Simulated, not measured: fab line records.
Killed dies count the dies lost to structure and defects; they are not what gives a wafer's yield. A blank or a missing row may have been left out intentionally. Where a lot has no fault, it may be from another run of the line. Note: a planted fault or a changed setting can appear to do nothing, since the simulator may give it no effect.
Lot-split experiment	flow n5 finfet	on a route of 1938 steps: 7 lots, 39 wafers read

== THE SPLIT ITSELF ==
At N5_SD_EPI_N_EPI_21 (deposits Si:P, time 690 s), the setting epi growth time s was moved away from the recipe's 690 s on 9 of the 39 wafers read, by -37.1% to +46.2%. This setting was run at the recipe's value on the other wafers.

== FROM THE SPLIT TO THE READING: what the file shows between them, 10 steps ==
- N5_SD_EPI_N_EPI_MEAS_23
- N5_SD_EPI_N_PRECLEAN_24: cleans in O3/DIW, time 60 s
- N5_SD_EPI_N_SRD_25: time 30 s
- N5_SD_EPI_P_HM_STRIP_48: strips SiNx in H3PO4, material SiNx, target depth 3 nm
- N5_SD_EPI_P_SRD_49: time 30 s
- N5_SD_EPI_P_PRECLEAN_24: cleans in O3/DIW, time 45 s
- N5_SD_EPI_P_PRECLEAN_32: cleans in dHF, time 10 s
- N5_SD_EPI_P_PRECLEAN_33: cleans in SC2, time 45 s
- N5_SD_ACTIVATION_RTA_00: time 0 s
- N5_SD_ACTIVATION_LSA_01: time 0.0008 s

== THE READING ==
At N5_SD_ACTIVATION_RS_MEAS_03, a four-point-probe measurement gives RS_SD_N in ohm/sq. Fault-free wafers of this fab line usually give 22.0 ohm/sq, standard deviation 0.31 ohm/sq.

wafer	tool, chamber at the split	epi growth time s as run, s	against the recipe	RS_SD_N, ohm/sq	against lot-mates on the recipe
L075.1	epi rpcvd-02, 0	690	recipe	21.9	-
L075.2	epi rpcvd-02, 0	690	recipe	22.1	-
L075.3	epi rpcvd-02, 0	690	recipe	22.1	-
L075.4	epi rpcvd-02, 0	690	recipe	22.0	-
L075.5	epi rpcvd-02, 0	690	recipe	22.0	-
L075.6	epi rpcvd-02, 0	690	recipe	21.9	-
L077.1	epi rpcvd-04, 0	690	recipe	22.0	-
L077.2	epi rpcvd-04, 0	1009	+46.2%	16.9	-5.3
L077.3	epi rpcvd-04, 0	690	recipe	22.4	-
L077.4	epi rpcvd-04, 0	1009	+46.2%	17.3	-4.9
L077.5	epi rpcvd-04, 0	1009	+46.2%	16.9	-5.3
L077.6	epi rpcvd-04, 0	690	recipe	22.3	-
L082.1	epi rpcvd-01, 0	690	recipe	21.9	-
L082.2	epi rpcvd-01, 0	690	recipe	21.8	-
L082.5	epi rpcvd-01, 0	690	recipe	22.0	-
L085.1	epi rpcvd-02, 0	690	recipe	21.6	-
L085.2	epi rpcvd-02, 0	434.3	-37.1%	32.2	+10.5
L085.3	epi rpcvd-02, 0	690	recipe	22.1	-
L085.4	epi rpcvd-02, 0	434.3	-37.1%	32.0	+10.3
L085.5	epi rpcvd-02, 0	690	recipe	21.4	-
L085.6	epi rpcvd-02, 0	434.3	-37.1%	32.2	+10.5
L089.1	epi rpcvd-02, 0	690	recipe	21.8	-
L089.2	epi rpcvd-02, 0	690	recipe	21.9	-
L089.3	epi rpcvd-02, 0	690	recipe	21.6	-
L089.4	epi rpcvd-02, 0	690	recipe	22.0	-
L089.5	epi rpcvd-02, 0	690	recipe	21.6	-
L089.6	epi rpcvd-02, 0	690	recipe	21.8	-
L095.1	epi rpcvd-02, 0	690	recipe	21.7	-
L095.2	epi rpcvd-02, 0	520.3	-24.6%	26.4	+4.7
L095.3	epi rpcvd-02, 0	520.3	-24.6%	26.8	+5.1
L095.4	epi rpcvd-02, 0	690	recipe	21.7	-
L095.5	epi rpcvd-02, 0	520.3	-24.6%	26.9	+5.2
L095.6	epi rpcvd-02, 0	690	recipe	21.6	-
L096.1	epi rpcvd-01, 0	690	recipe	22.1	-
L096.2	epi rpcvd-01, 0	690	recipe	22.2	-
L096.3	epi rpcvd-01, 0	690	recipe	22.2	-
L096.4	epi rpcvd-01, 0	690	recipe	22.2	-
L096.5	epi rpcvd-01, 0	690	recipe	22.1	-
L096.6	epi rpcvd-01, 0	690	recipe	22.4	-

FIT RESULTS
A straight line over all 39 wafers: RS_SD_N changes by -0.173 ohm/sq for each +1% of epi growth time s; r = -0.93; the points scatter about the line by 1.3 ohm/sq.
The same after taking each lot's own level away (the mean of its wafers on the recipe; 39 wafers): -0.18 ohm/sq for each +1%; r = -0.93; scatter 1.3 ohm/sq.
Per that fit: largest epi growth time s move, reading shift of 8.3 ohm/sq.
Measured against the standard deviation above, the lots' own levels, which go from 21.67 to 22.23 ohm/sq, span 1.8 times it.
Consequently the slope shifts little with the lot-to-lot level, the two slopes agreeing.
Check: -8.4 ohm/sq against its lot-mates is what the line predicts for one of the wafers moved furthest among these (+46.2%) when that wafer is left out of the fit. Against them it came out at -5.33 ohm/sq.

== OTHER SPLITS APPLIED TO THESE WAFERS ==
Note: prior to the reading, these wafers also went through further splits. Each is held against what the fit with the lots' levels taken away leaves over:
other split on the same wafers	wafers away from the commonest value	r with RS_SD_N (lot level and that fit taken away)
N5_FIN_SAQP_DEVELOP_15 develop time s	15	-0.11

== THE WHOLE CHAIN: every reading that the file lists as answering this split, in the file's order ==
step	what it does	reading	change (the file's fit)	r (the file's)
N5_SD_EPI_N_EPI_21	deposits Si:P, time 690 s	Si-P_of_SD_EPI_N_EPI_21.thk nm (the simulator's own value, which no gauge read)	+0.438 nm for each +1% of the setting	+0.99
N5_SD_EPI_N_EPI_MEAS_23		thk nm	withheld for each +1% of the setting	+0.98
N5_SD_EPI_P_PRECLEAN_24	cleans in O3/DIW, time 45 s	Si-P_of_SD_EPI_N_EPI_21.thk nm (the simulator's own value, which no gauge read)	+0.435 nm for each +1% of the setting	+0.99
N5_SD_ACTIVATION_RS_MEAS_03	measures by four-point-probe	RS_SD_N	-0.182 for each +1% of the setting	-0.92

== FILE'S OWN FIT ==
RS_SD_N changes by -0.182 ohm/sq for each +1% of epi growth time s, r = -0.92.
